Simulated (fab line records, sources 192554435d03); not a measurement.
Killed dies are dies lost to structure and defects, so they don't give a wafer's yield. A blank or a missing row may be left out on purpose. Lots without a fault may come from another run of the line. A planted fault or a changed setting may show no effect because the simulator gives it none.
Which tool did it? | flow n5_finfet | 12 lots, 34 wafers sampled, at 5 steps of a route of 1938

WHAT THE GAUGES READ, wafer by wafer
N5_BEOL_M6_THK_MEAS_53: measures by xrf. Usual: M6_THK 80.9 nm, standard deviation 2.1.
lot  | measured     | on            | M6_THK (nm)    | flag
L549 | day 9 07:10  | film_metro-02 | 79.6 81.9      |
L550 | day 9 23:43  | film_metro-01 | 83.4 86.0 81.8 |
L552 | day 10 00:01 | film_metro-01 | 82.8 78.1 81.9 |
L555 | day 10 11:38 | film_metro-02 | 80.8 82.5 80.9 |
L554 | day 10 12:05 | film_metro-02 | 86.3 82.3 81.6 |
L556 | day 11 06:02 | film_metro-02 | 81.8 80.0 82.1 |
L560 | day 12 01:38 | film_metro-01 | 78.8 75.4 79.1 |
L562 | day 12 15:51 | film_metro-02 | 76.8 82.8 81.6 |
L564 | day 13 00:25 | film_metro-01 | 74.5 77.2      |
L566 | day 13 05:40 | film_metro-01 | 81.6 83.0 80.0 |
L570 | day 14 04:01 | film_metro-02 | 80.1 76.5 79.6 |
L572 | day 14 21:11 | film_metro-01 | 78.5 80.8 78.9 |

N5_BEOL_M6_INSPECT_58: inspects for defects (darkfield). Usual: raw_defect_count 78, standard deviation 27.
lot  | measured     | on                | raw_defect_count | flag
L549 | day 9 07:19  | defect_inspect-01 | 86 57            |
L550 | day 9 23:53  | defect_inspect-01 | 106 77 111       |
L552 | day 10 00:12 | defect_inspect-01 | 37 57 82         |
L555 | day 10 11:55 | defect_inspect-01 | 76 42 84         |
L554 | day 10 12:14 | defect_inspect-02 | 64 61 53         |
L556 | day 11 06:12 | defect_inspect-02 | 90 104 83        |
L560 | day 12 01:47 | defect_inspect-01 | 46 34 45         |
L562 | day 12 16:00 | defect_inspect-01 | 110 102 109      |
L564 | day 13 00:34 | defect_inspect-02 | 108 86           |
L566 | day 13 05:50 | defect_inspect-01 | 50 78 75         |
L570 | day 14 04:10 | defect_inspect-01 | 65 84 62         |
L572 | day 14 21:20 | defect_inspect-02 | 77 82 78         |

N5_BEOL_M7_INSPECT_13: inspects for defects (brightfield). Usual: raw_defect_count 428, standard deviation 110.
lot  | measured     | on                | raw_defect_count | flag
L549 | day 9 08:58  | defect_inspect-02 | 389 311          |
L550 | day 10 07:01 | defect_inspect-02 | 650 583 616      |
L552 | day 10 07:05 | defect_inspect-02 | 361 309 395      |
L555 | day 10 15:10 | defect_inspect-01 | 395 337 465      |
L554 | day 10 15:49 | defect_inspect-01 | 447 269 466      |
L556 | day 11 08:21 | defect_inspect-02 | 505 463 657      |
L560 | day 12 04:03 | defect_inspect-02 | 471 438 288      |
L562 | day 12 17:35 | defect_inspect-02 | 480 547 603      |
L564 | day 13 03:16 | defect_inspect-02 | 529 456          |
L566 | day 13 07:25 | defect_inspect-01 | 1113 1110 1055   | OFF
L570 | day 14 05:43 | defect_inspect-01 | 988 1000 1102    | OFF
L572 | day 15 00:46 | defect_inspect-01 | 323 284 252      |

WHICH TOOL RAN EACH LOT (tool, then ch and the chambers of the sampled wafers, then the start)
lot  | N5_BEOL_M6_SURFACE_TREAT_79  | N5_BEOL_M7_PECVD_70
L549 | pvd_sputter-03, day 9 05:41  | pecvd-04 ch 0,2, day 9 07:58
L550 | pvd_sputter-01, day 9 22:26  | pecvd-03 ch 0,1, day 10 00:32
L552 | pvd_sputter-02, day 9 22:58  | pecvd-02 ch 0,1, day 10 00:57
L555 | pvd_sputter-03, day 10 10:28 | pecvd-03 ch 0,2, day 10 12:35
L554 | pvd_sputter-03, day 10 10:31 | pecvd-03 ch 0,1,2, day 10 13:26
L556 | pvd_sputter-02, day 11 04:19 | pecvd-02 ch 0,1,2, day 11 07:14
L560 | pvd_sputter-01, day 11 23:51 | pecvd-03 ch 1, day 12 02:29
L562 | pvd_sputter-02, day 12 14:29 | pecvd-04 ch 0,1,2, day 12 16:52
L564 | pvd_sputter-01, day 12 23:08 | pecvd-03 ch 0,1, day 13 01:15
L566 | pvd_sputter-03, day 13 04:32 | pecvd-02 ch 0,2, day 13 06:29
L570 | pvd_sputter-03, day 14 02:53 | pecvd-02 ch 1,2, day 14 04:49
L572 | pvd_sputter-02, day 14 20:06 | pecvd-03 ch 0,1,2, day 14 21:59
- N5_BEOL_M6_SURFACE_TREAT_79
- N5_BEOL_M7_PECVD_70: deposits SiO2 from TEOS/O2, target thk 20 nm, time 22.7 s.

WHAT THE TOOLS THEMSELVES READ (means of the sampled wafers that have a number; where no wafer has one, the mark that the record gives instead)
N5_BEOL_M7_PECVD_70. Usual: heater_power_w 659 W, standard deviation 69; rf_fwd_power_W 445.6 W, standard deviation 1.5; showerhead_plenum_p_Torr 8.78 Torr, standard deviation 0.088; throttle_valve_pct 22.1 %, standard deviation 1.4.
lot  | tool     | heater_power_w (W) | rf_fwd_power_W (W) | showerhead_plenum_p_Torr (Torr) | throttle_valve_pct (%) | flag
L549 | pecvd-04 | 596                | 445.3              | 8.71                            | 23.5                   |
L550 | pecvd-03 | 643                | 446.3              | 8.84                            | 20.8                   |
L552 | pecvd-02 | 758                | 443.4              | 8.78                            | 23.5                   |
L555 | pecvd-03 | 725                | 445.9              | 8.86                            | 21.8                   |
L554 | pecvd-03 | 631                | 445.4              | 8.83                            | 21.3                   |
L556 | pecvd-02 | 645                | 445.8              | 8.73                            | 22.6                   |
L560 | pecvd-03 | 622                | 447.6              | 8.81                            | 20.3                   |
L562 | pecvd-04 | 642                | 445.0              | 8.77                            | 23.2                   |
L564 | pecvd-03 | 667                | 444.8              | 8.84                            | 21.0                   |
L566 | pecvd-02 | 638                | 445.2              | 8.67                            | 22.2                   |
L570 | pecvd-02 | 645                | 447.2              | 8.72                            | 21.8                   |
L572 | pecvd-03 | 668                | 445.9              | 8.83                            | 21.2                   |

THE ANSWER, worked out from the rows above alone
Rule: a lot is off if the mean of its wafers that have a number lies more than 3 standard deviations from the usual mean. A lot without any number at a reading at which 4 lots or more have one is off too. The other lots that the step has rows for count as sound. The gauges are gone through in route order, then the tools' own readings, and for those a lot's mean is taken as printed above. The first step at which some lot is off is used, and at that step the reading that is off furthest; a lot without a number counts as furthest.
Off: L566, L570, at N5_BEOL_M7_INSPECT_13 (raw_defect_count).
A tool fits if, at a process step before that reading, it ran every lot that is off, and no sound lot after the first of them. The gauges at N5_BEOL_M7_INSPECT_13 are tried like those tools. Can't be told from this: 2 tools fit, pvd_sputter-03 at N5_BEOL_M6_SURFACE_TREAT_79, pecvd-02 at N5_BEOL_M7_PECVD_70.

WHAT THE SIMULATOR HAD PUT IN
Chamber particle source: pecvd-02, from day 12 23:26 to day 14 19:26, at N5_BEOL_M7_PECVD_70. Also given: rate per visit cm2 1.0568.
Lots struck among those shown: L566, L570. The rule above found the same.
